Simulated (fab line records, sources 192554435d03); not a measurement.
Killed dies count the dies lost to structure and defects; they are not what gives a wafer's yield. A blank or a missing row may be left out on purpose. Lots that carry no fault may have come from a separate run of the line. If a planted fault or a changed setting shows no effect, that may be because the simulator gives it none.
Chamber matching -- flow n5 finfet -- 4 sister chambers for N5_STI_FIN_REVEAL_ALD_14 on ald sin-02
The step deposits Si3N4, target thk 3 nm. 8 wafers are shown with their chamber, then 12 later ones without.

EACH WAFER AND ITS CHAMBER
wafer,chamber,heater power w (W)
L089.5,1,971
L090.6,2,952
L091.2,1,969
L091.4,0,951
L091.5,3,899
L092.1,2,979
L092.2,0,939
L092.3,3,906

WAFERS MISSING THEIR CHAMBER
wafer,heater power w (W)
L092.4,948
L092.5,962
L092.6,962
L094.2,968
L094.3,906
L094.5,943
L095.3,946
L095.4,945
L095.5,961
L097.1,974
L097.2,899
L097.3,952

WHICH CHAMBER EACH WENT THROUGH
wafer,from the rows above,in truth
L092.4,can't be placed: 0 or 2 or 1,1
L092.5,can't be placed: 2 or 1 or 0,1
L092.6,can't be placed: 2 or 1 or 0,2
L094.2,can't be placed: 1 or 2 or 0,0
L094.3,3,3
L094.5,can't be placed: 0 or 2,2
L095.3,can't be placed: 0 or 2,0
L095.4,can't be placed: 0 or 2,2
L095.5,can't be placed: 2 or 1 or 0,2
L097.1,can't be placed: 1 or 2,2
L097.2,3,3
L097.3,can't be placed: 0 or 2 or 1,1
Placed correctly: 2 of 12. Unplaceable from these rows: 10, with the true chamber sitting among the candidates in 10. Wrongly placed: 0.
How it was worked out, from the rows above alone: a wafer's distance from a chamber is the root of the sum, over the readings, of the square of ((its reading less the chamber's mean) divided by the reading's scatter). If the next closest chamber is less than 2 further off than the closest, the wafer can't be placed; otherwise it belongs to the closest. A chamber's mean is the mean of its shown wafers. The scatter is the square root of a quotient: the sum, over the shown wafers, of each reading's squared deviation from its chamber's mean, divided by wafers minus chambers.
